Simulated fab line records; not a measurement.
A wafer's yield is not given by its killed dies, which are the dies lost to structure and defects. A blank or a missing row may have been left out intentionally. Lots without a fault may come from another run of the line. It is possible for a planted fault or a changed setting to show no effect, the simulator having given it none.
Which tool was responsible? | flow n5_finfet | Sampling: 8 lots, 24 wafers, 3 of 1938 route steps

## WHAT THE GAUGES SHOWED, per wafer
N5_DUMMY_GATE_CD_MEAS_50 targets a cd of 14 nm.
lot  | measured    | on        | cd_nm (nm)
L423 | day 4 00:36 | cd_sem-02 | 13.79 13.99 14.01
L427 | day 4 18:24 | cd_sem-02 | 13.98 14.82 14.09
L432 | day 6 00:12 | cd_sem-02 | - - -
L433 | day 6 03:47 | cd_sem-01 | - - -
L439 | day 7 20:28 | cd_sem-02 | 13.98 14.14 13.70
L440 | day 8 01:17 | cd_sem-02 | 13.60 14.01 13.69
L441 | day 8 06:22 | cd_sem-01 | 14.16 13.61 14.35
L442 | day 8 12:04 | cd_sem-02 | 13.79 13.92 14.01

## EACH LOT AND THE TOOL THAT RAN IT (in order: tool; ch and the chambers of the sampled wafers; start)
lot  | N5_DUMMY_GATE_DESCUM_20           | N5_DUMMY_GATE_ETCH_37
L423 | rie_diel-04 ch 0,1, day 4 00:09   | rie_diel-04 ch 0,1, day 4 00:17
L427 | rie_diel-04 ch 0,2,3, day 4 17:57 | rie_diel-04 ch 0,2,3, day 4 18:06
L432 | rie_diel-04 ch 0,2,3, day 5 23:49 | rie_diel-04 ch 0,2,3, day 5 23:58
L433 | rie_diel-04 ch 0,2,3, day 6 03:25 | rie_diel-04 ch 0,2,3, day 6 03:33
L439 | rie_diel-04 ch 1,3, day 7 20:05   | rie_diel-04 ch 1,3, day 7 20:14
L440 | rie_diel-02 ch 1,2,3, day 8 00:55 | rie_diel-02 ch 1,2,3, day 8 01:04
L441 | rie_diel-02 ch 0,2,3, day 8 05:59 | rie_diel-02 ch 0,2,3, day 8 06:07
L442 | rie_diel-02 ch 0,2,3, day 8 11:34 | rie_diel-02 ch 0,2,3, day 8 11:42
- N5_DUMMY_GATE_DESCUM_20: chemistry O2, time 6.2 s.
- N5_DUMMY_GATE_ETCH_37: etches SOC in N2/H2, target depth 60 nm, overetch 30 nm.

## THE ANSWER, worked out from the rows above alone
Rule: the lots themselves supply what counts as usual. The widest of any qualifying gaps counts: lots, ordered by their means at a reading, are off when they make up no more than a third of the lots, leave a main group of 4 or more, and stand apart from it by 3 or more times the standard deviation of that group's means. A main group is skipped when, at the precision printed for the reading in the tables above, its means are all equal. A lot without any number at a reading at which 4 lots or more have one is off too. Any other lot the step has rows for is counted as sound.
Off at N5_DUMMY_GATE_CD_MEAS_50 (cd_nm): L432, L433. Without a number there: L432, L433. Main group: mean 13.98 nm, sd 0.16.
If a tool, at a process step before that reading, ran all the lots that are off and no sound lot after the first of them, it fits. The gauges at N5_DUMMY_GATE_CD_MEAS_50 are tried like those tools. Not one of the candidates tried fits.

## WHAT THE SIMULATOR PUT IN
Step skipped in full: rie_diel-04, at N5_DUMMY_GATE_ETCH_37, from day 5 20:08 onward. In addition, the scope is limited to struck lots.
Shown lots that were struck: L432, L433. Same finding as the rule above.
